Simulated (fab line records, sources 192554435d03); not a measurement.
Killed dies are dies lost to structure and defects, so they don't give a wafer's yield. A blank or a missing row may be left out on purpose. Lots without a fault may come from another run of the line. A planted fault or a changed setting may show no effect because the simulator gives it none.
Split-lot experiment | flow n5_finfet | 7 lots, 21 wafers read, on a route of 1938 steps

THE SPLIT
At N5_BEOL_M4_ETCH_64 (etches SOC in N2/H2, target depth 75 nm, overetch 22.5 nm, time 121.9 s), the setting time_s was moved away from the recipe's 121.9 s on 9 of the 21 wafers read, by -14.7% to +12.6%. The other wafers ran this setting at the recipe's value.

The reading is taken at the split's own step.

THE READING
SiARC_of_BEOL_M4_COAT_62.thk_nm (the simulator's own value, which no gauge read), in nm, at N5_BEOL_M4_ETCH_64 (etches SOC in N2/H2, target depth 75 nm, overetch 22.5 nm, time 121.9 s). The file gives no usual value for it. The 12 wafers here that ran the recipe average 6.4 nm, standard deviation 0.17 nm.

wafer  | tool, chamber at the split | time_s as run, s | against the recipe | SiARC_of_BEOL_M4_COAT_62.thk_nm, nm | against lot-mates on the recipe
L075.1 | rie_diel-06, 3             | 121.9            | recipe             | 6.6                                 | -
L075.5 | rie_diel-06, 3             | 121.9            | recipe             | 6.6                                 | -
L075.2 | rie_diel-06, 2             | 121.9            | recipe             | 6.4                                 | -
L080.1 | rie_diel-05, 0             | 121.9            | recipe             | 6.4                                 | -
L080.3 | rie_diel-05, 3             | 121.9            | recipe             | 6.6                                 | -
L080.4 | rie_diel-05, 2             | 121.9            | recipe             | 6.2                                 | -
L086.2 | rie_diel-02, 2             | 108.9            | -10.7%             | 7                                   | +0.8
L086.3 | rie_diel-02, 3             | 108.9            | -10.7%             | 6.8                                 | +0.6
L086.4 | rie_diel-02, 1             | 121.9            | recipe             | 6.2                                 | -
L087.1 | rie_diel-06, 3             | 104              | -14.7%             | 7.4                                 | +1.2
L087.3 | rie_diel-06, 0             | 121.9            | recipe             | 6.2                                 | -
L087.5 | rie_diel-06, 0             | 104              | -14.7%             | 7.2                                 | +1.0
L093.1 | rie_diel-06, 0             | 113.1            | -7.2%              | 6.8                                 | no lot-mate on the recipe
L093.4 | rie_diel-06, 3             | 113.1            | -7.2%              | 7                                   | no lot-mate on the recipe
L093.6 | rie_diel-06, 0             | 113.1            | -7.2%              | 6.6                                 | no lot-mate on the recipe
L095.1 | rie_diel-05, 2,1           | 121.9            | recipe             | 6.2                                 | -
L095.6 | rie_diel-05, 2,1           | 121.9            | recipe             | 6.2                                 | -
L095.4 | rie_diel-05, 1             | 104.5            | -14.3%             | 7                                   | +0.8
L097.1 | rie_diel-02, 1             | 121.9            | recipe             | 6.2                                 | -
L097.4 | rie_diel-02, 0             | 137.2            | +12.6%             | 5.6                                 | -0.7
L097.5 | rie_diel-02, 2             | 121.9            | recipe             | 6.4                                 | -
Where a row lists several chambers, the file gives one row for several wafers and doesn't say which wafer went through which chamber.

THE FIT
A straight line over all 21 wafers: SiARC_of_BEOL_M4_COAT_62.thk_nm changes by -0.058 nm for each +1% of time_s; r = -0.93; the points scatter about the line by 0.16 nm.
The same after taking each lot's own level away (the mean of its wafers on the recipe; 18 wafers): -0.0653 nm for each +1%; r = -0.97; scatter 0.12 nm.
On that fit, the largest move of time_s shifts the reading by 0.96 nm.
The lots' own levels span 6.20 to 6.53 nm, that is 2.0 times the standard deviation above.
So the lot-to-lot level changes the slope: the two fits differ.
Check: with one of the wafers moved furthest among these (-14.7%) left out of the fit, the line predicts +0.913 nm for it against its lot-mates. It came out at +1.2 nm against them.

OTHER SPLITS ON THESE WAFERS
These wafers also went through other splits before the reading. Each is held against what the fit with the lots' levels taken away leaves over:
other split on the same wafers | wafers away from the commonest value | r with SiARC_of_BEOL_M4_COAT_62.thk_nm (lot level and that fit taken away)
N5_BEOL_M4_DESCUM_16 time_s    | 7                                    | -0.13

THE FILE'S OWN FIT
SiARC_of_BEOL_M4_COAT_62.thk_nm changes by -0.0635 nm for each +1% of time_s, r = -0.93.
